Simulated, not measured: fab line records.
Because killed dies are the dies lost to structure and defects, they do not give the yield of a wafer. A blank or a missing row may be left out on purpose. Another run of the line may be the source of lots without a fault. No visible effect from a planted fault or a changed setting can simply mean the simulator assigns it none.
Chamber matching	flow n5Finfet	N5_BEOL_M6_STRIP_36 on rieDiel-02 has 4 sister chambers
The step strips in N2/H2. 16 wafers are shown with their chamber, then 8 later ones without.

## WAFERS, EACH WITH ITS CHAMBER
wafer	chamber	drypumpMotorCurrentA (A)	showerheadPlenumPTorr (Torr)	throttleValvePct (%)
L074.1	2	6.5	2.43	23.8
L074.5	2	6.5	2.43	23.8
L074.6	3	6.8	2.68	24.0
L078.1	0	5.3	2.68	23.7
L078.2	3	6.8	2.68	23.9
L078.4	2	6.5	2.43	23.8
L084.2	1	5.7	2.48	23.6
L084.3	0	5.3	2.67	23.7
L084.6	1	5.6	2.48	23.6
L082.4	3	6.8	2.67	24.0
L082.5	0	5.3	2.67	23.7
L082.6	3	6.8	2.67	24.0
L088.3	1	5.6	2.47	23.5
L088.4	3	6.8	2.67	24.0
L088.5	3	6.8	2.67	24.0
L092.2	3	6.8	2.66	24.0

SIGNATURES, as means of the wafers listed above
reading	chamber 0	chamber 1	chamber 2	chamber 3	scatter within a chamber
drypumpMotorCurrentA	5.300	5.633	6.500	6.800	0.0236
showerheadPlenumPTorr	2.6733	2.4767	2.4300	2.6714	0.00591
throttleValvePct	23.700	23.567	23.800	23.986	0.0356
Rule: for each reading, subtract the chamber's mean from the wafer's reading, divide by that reading's scatter and square the result; add these up over the readings and take the root, which gives the wafer's distance from the chamber. The wafer belongs to the nearest chamber; if the next one is less than 2 further off, it can't be placed. The scatter: the root of (the sum of the squares of (reading less its chamber's mean) over the shown wafers, divided by (wafers less chambers)).

## WAFERS WITH NO CHAMBER GIVEN
wafer	drypumpMotorCurrentA (A)	showerheadPlenumPTorr (Torr)	throttleValvePct (%)
L092.5	6.8	2.66	24.0
L092.6	5.3	2.66	23.7
L094.1	6.8	2.66	24.0
L094.4	6.8	2.66	24.0
L094.6	5.7	2.47	23.6
L096.3	5.3	2.66	23.7
L096.4	5.6	2.47	23.6
L096.5	6.8	2.66	24.0

## WHICH CHAMBER EACH WENT THROUGH
wafer	from the rows above	in truth
L092.5	3	3
L092.6	0	0
L094.1	3	3
L094.4	3	3
L094.6	1	1
L096.3	0	0
L096.4	1	1
L096.5	3	3
Correctly placed: 8 of 8. Left unplaced by these rows: 0. Wrongly placed: 0.
